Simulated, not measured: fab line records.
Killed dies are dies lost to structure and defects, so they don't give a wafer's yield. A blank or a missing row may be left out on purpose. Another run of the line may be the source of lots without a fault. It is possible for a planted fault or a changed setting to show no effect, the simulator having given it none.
The tool behind it: which one?    flow n5Finfet    72 wafers from 24 lots sampled at 4 of the route's 1938 steps

WHAT THE GAUGES SHOWED, per wafer
N5_BEOL_M0_SAQP_OVL_MEAS_41.
lot   measured      on          M0_CUT1_OVL (nm)
L074  day 5 19:55   overlay-01  -0.7 -0.5 -0.7
L075  day 6 00:50   overlay-01  -0.6 -0.8 -0.4
L076  day 6 14:32   overlay-01  -0.4 0.3 0.1
L078  day 6 16:40   overlay-02  0.4 0.2 -0.1
L077  day 6 22:23   overlay-02  0.7 -0.4 -0.2
L079  day 7 01:26   overlay-01  -1.0 -1.1 -0.6
L080  day 7 03:55   overlay-01  -0.8 0.5 0.2
L081  day 7 08:52   overlay-02  -1.1 -0.5 -0.2
L082  day 7 12:02   overlay-02  0.1 0.1 -0.2
L083  day 7 23:46   overlay-02  -0.8 0.3 0.6
L084  day 8 07:26   overlay-02  -0.8 -0.3 -0.7
L085  day 8 12:01   overlay-01  0.3 0.0 0.2
L086  day 8 23:19   overlay-02  -0.7 -0.8 0.2
L087  day 9 00:22   overlay-02  -1.3 -0.4 -1.1
L088  day 9 08:29   overlay-01  0.0 -0.1 -0.8
L089  day 9 09:28   overlay-02  0.3 0.8 0.2
L090  day 9 17:13   overlay-02  -0.4 0.5 -0.6
L091  day 9 20:40   overlay-02  -1.1 -1.3 -1.4
L092  day 10 05:57  overlay-02  -0.1 0.1 -0.3
L093  day 10 06:26  overlay-02  -0.1 -0.4 -0.6
L094  day 10 22:48  overlay-02  -0.7 -1.2 -1.5
L095  day 11 00:07  overlay-01  -0.8 -0.8 0.2
L096  day 11 09:21  overlay-02  -1.4 0.0 -0.9
L097  day 11 10:37  overlay-01  0.6 0.2 0.3

TOOL THAT RAN EACH LOT (tool first, then ch and the chambers of the sampled wafers, then the start)
lot   N5_BEOL_M0_SAQP_HM_DEP_02    N5_BEOL_M0_SAQP_DESCUM_19          N5_BEOL_M0_SAQP_RECESS_114
L074  pvdSputter-03, day 5 12:55   rieDiel-01 ch 1,3, day 5 13:49     vaporEtch-02 ch 1, day 5 14:20
L075  pvdSputter-01, day 5 19:34   rieDiel-03 ch 1,2,3, day 5 20:45   vaporEtch-01 ch 0,1, day 5 21:26
L076  pvdSputter-02, day 6 08:10   rieDiel-01 ch 1,2, day 6 09:04     vaporEtch-02 ch 0,1, day 6 09:35
L078  pvdSputter-01, day 6 11:24   rieDiel-03 ch 1,2,3, day 6 12:30   vaporEtch-01 ch 0,1, day 6 13:00
L077  pvdSputter-01, day 6 14:51   rieDiel-01 ch 0,2,3, day 6 16:10   vaporEtch-01 ch 1, day 6 16:51
L079  pvdSputter-03, day 6 19:50   rieDiel-03 ch 0,3, day 6 21:08     vaporEtch-01 ch 0,1, day 6 21:45
L080  pvdSputter-01, day 6 23:08   rieDiel-05 ch 1,2, day 6 23:58     vaporEtch-01 ch 0,1, day 7 00:28
L081  pvdSputter-02, day 7 03:48   rieDiel-01 ch 0,1,3, day 7 04:43   vaporEtch-02 ch 0,1, day 7 05:21
L082  pvdSputter-01, day 7 07:20   rieDiel-01 ch 1,2,3, day 7 08:07   vaporEtch-02 ch 0,1, day 7 08:52
L083  pvdSputter-01, day 7 18:34   rieDiel-01 ch 0,1,3, day 7 19:31   vaporEtch-02 ch 0,1, day 7 20:01
L084  pvdSputter-03, day 8 02:20   rieDiel-01 ch 0,1,3, day 8 03:15   vaporEtch-01 ch 0,1, day 8 03:53
L085  pvdSputter-01, day 8 06:19   rieDiel-05 ch 2,3, day 8 07:34     vaporEtch-02 ch 0, day 8 08:05
L086  pvdSputter-01, day 8 17:14   rieDiel-03 ch 1,2, day 8 18:19     vaporEtch-02 ch 0,1, day 8 18:59
L087  pvdSputter-01, day 8 18:26   rieDiel-01 ch 0,1, day 8 19:54     vaporEtch-02 ch 0,1, day 8 20:40
L088  pvdSputter-02, day 9 01:08   rieDiel-03 ch 0,1,2, day 9 04:24   vaporEtch-01 ch 0,1, day 9 05:02
L089  pvdSputter-02, day 9 02:02   rieDiel-01 ch 2,3, day 9 05:11     vaporEtch-01 ch 0,1, day 9 06:04
L090  pvdSputter-01, day 9 11:36   rieDiel-03 ch 0,1,3, day 9 12:32   vaporEtch-02 ch 0,1, day 9 13:13
L091  pvdSputter-01, day 9 15:23   rieDiel-01 ch 0,1,3, day 9 16:15   vaporEtch-02 ch 0, day 9 16:47
L092  pvdSputter-03, day 10 00:19  rieDiel-01 ch 0,3, day 10 01:15    vaporEtch-02 ch 0,1, day 10 01:57
L093  pvdSputter-02, day 10 01:25  rieDiel-01 ch 2,3, day 10 02:11    vaporEtch-01 ch 0,1, day 10 02:49
L094  pvdSputter-03, day 10 18:03  rieDiel-05 ch 0,2, day 10 19:07    vaporEtch-02 ch 0,1, day 10 19:38
L095  pvdSputter-01, day 10 18:56  rieDiel-01 ch 0,2,3, day 10 19:50  vaporEtch-01 ch 0,1, day 10 20:21
L096  pvdSputter-03, day 11 03:47  rieDiel-05 ch 0,1,2, day 11 04:37  vaporEtch-02 ch 0,1, day 11 05:34
L097  pvdSputter-01, day 11 05:37  rieDiel-03 ch 0,2, day 11 06:29    vaporEtch-01 ch 0,1, day 11 06:59
- N5_BEOL_M0_SAQP_HM_DEP_02: deposits TiN, target thk 12 nm.
- N5_BEOL_M0_SAQP_DESCUM_19: chemistry O2, time 7.9 s.
- N5_BEOL_M0_SAQP_RECESS_114: chemistry HF/NH3, target SiO2, target depth 14.4 nm, afs cycles 3, sublimation time 60 s.

AS READ BY THE TOOLS THEMSELVES (means over the sampled wafers that have a number; for cases with no such wafer, the mark the record gives instead)
N5_BEOL_M0_SAQP_HM_DEP_02.
lot   tool           throttleValvePct (%)
L074  pvdSputter-03  30.2
L075  pvdSputter-01  30.1
L076  pvdSputter-02  30.1
L078  pvdSputter-01  30.0
L077  pvdSputter-01  29.7
L079  pvdSputter-03  30.5
L080  pvdSputter-01  29.7
L081  pvdSputter-02  29.0
L082  pvdSputter-01  30.0
L083  pvdSputter-01  30.1
L084  pvdSputter-03  30.3
L085  pvdSputter-01  29.8
L086  pvdSputter-01  29.7
L087  pvdSputter-01  29.8
L088  pvdSputter-02  28.5
L089  pvdSputter-02  29.5
L090  pvdSputter-01  29.8
L091  pvdSputter-01  29.5
L092  pvdSputter-03  30.3
L093  pvdSputter-02  29.4
L094  pvdSputter-03  30.7
L095  pvdSputter-01  29.9
L096  pvdSputter-03  30.6
L097  pvdSputter-01  29.8

N5_BEOL_M0_SAQP_DESCUM_19.
lot   tool        drypumpMotorCurrentA (A)  o2FlowSccm (sccm)  oesProductAu (a.u.)  rfVppV (V)  showerheadPlenumPTorr (Torr)  throttleValvePct (%)
L074  rieDiel-01  5.6                       224.6              0.92                 243.2       2.09                          20.08
L075  rieDiel-03  6.3                       224.8              0.84                 244.3       2.14                          20.24
L076  rieDiel-01  5.4                       225.5              0.96                 242.8       2.07                          20.07
L078  rieDiel-03  6.3                       224.7              0.84                 243.6       2.14                          20.26
L077  rieDiel-01  5.6                       224.9              0.93                 243.1       2.08                          20.19
L079  rieDiel-03  6.4                       224.7              0.90                 244.6       2.19                          20.30
L080  rieDiel-05  5.6                       224.7              0.74                 243.1       2.11                          20.31
L081  rieDiel-01  5.7                       225.1              0.90                 243.4       2.08                          20.12
L082  rieDiel-01  5.6                       225.4              0.91                 242.8       2.09                          20.19
L083  rieDiel-01  5.6                       225.0              0.89                 243.1       2.08                          20.12
L084  rieDiel-01  5.6                       224.8              0.89                 243.1       2.08                          20.13
L085  rieDiel-05  5.5                       224.6              0.77                 243.5       2.13                          20.67
L086  rieDiel-03  6.3                       225.2              0.77                 243.7       2.08                          20.27
L087  rieDiel-01  5.5                       225.3              0.90                 242.1       2.05                          20.08
L088  rieDiel-03  6.2                       224.7              0.79                 242.9       2.09                          20.32
L089  rieDiel-01  5.5                       224.2              0.89                 242.6       2.08                          20.30
L090  rieDiel-03  6.4                       225.1              0.83                 243.7       2.13                          20.34
L091  rieDiel-01  5.6                       225.2              0.87                 242.4       2.07                          20.16
L092  rieDiel-01  5.7                       224.9              0.87                 243.7       2.06                          20.19
L093  rieDiel-01  5.6                       224.3              0.88                 242.9       2.08                          20.31
L094  rieDiel-05  5.0                       225.3              0.79                 242.1       2.02                          20.42
L095  rieDiel-01  5.6                       225.1              0.87                 242.7       2.07                          20.26
L096  rieDiel-05  5.4                       225.6              0.86                 243.3       2.06                          20.27
L097  rieDiel-03  5.9                       225.6              0.78                 242.9       2.10                          20.31

N5_BEOL_M0_SAQP_RECESS_114.
lot   tool          drypumpMotorCurrentA (A)
L074  vaporEtch-02  6.42
L075  vaporEtch-01  6.00
L076  vaporEtch-02  6.31
L078  vaporEtch-01  5.98
L077  vaporEtch-01  6.18
L079  vaporEtch-01  6.01
L080  vaporEtch-01  6.05
L081  vaporEtch-02  6.32
L082  vaporEtch-02  6.32
L083  vaporEtch-02  6.23
L084  vaporEtch-01  6.08
L085  vaporEtch-02  6.12
L086  vaporEtch-02  6.23
L087  vaporEtch-02  6.31
L088  vaporEtch-01  6.07
L089  vaporEtch-01  6.09
L090  vaporEtch-02  6.31
L091  vaporEtch-02  6.14
L092  vaporEtch-02  6.32
L093  vaporEtch-01  6.06
L094  vaporEtch-02  6.24
L095  vaporEtch-01  6.08
L096  vaporEtch-02  6.23
L097  vaporEtch-01  6.00

THE ANSWER, worked out from the rows above alone
Rule: usual is defined by the lots themselves. Put in order of their means at a reading, lots are off if they are a third of the lots or fewer, leave a main group of 4 or more, and stand apart from it by a gap of 3 or more times the standard deviation of the main group's means; of several such gaps the widest counts. If all means in a main group match to the digits the tables above print for the reading, that group is not used. A lot without any number at a reading at which 4 lots or more have one is off too. All remaining lots with rows at the step are treated as sound. Order of review: gauges by route order, followed by the tools' own readings, for which a lot's mean as printed above is used. At the first step where some lot is off, the reading lying furthest off is the one used; lots without a number count as furthest.
Across all readings shown, no lot is off: no conclusion can be drawn from this.

WHAT HAD BEEN PUT IN BY THE SIMULATOR
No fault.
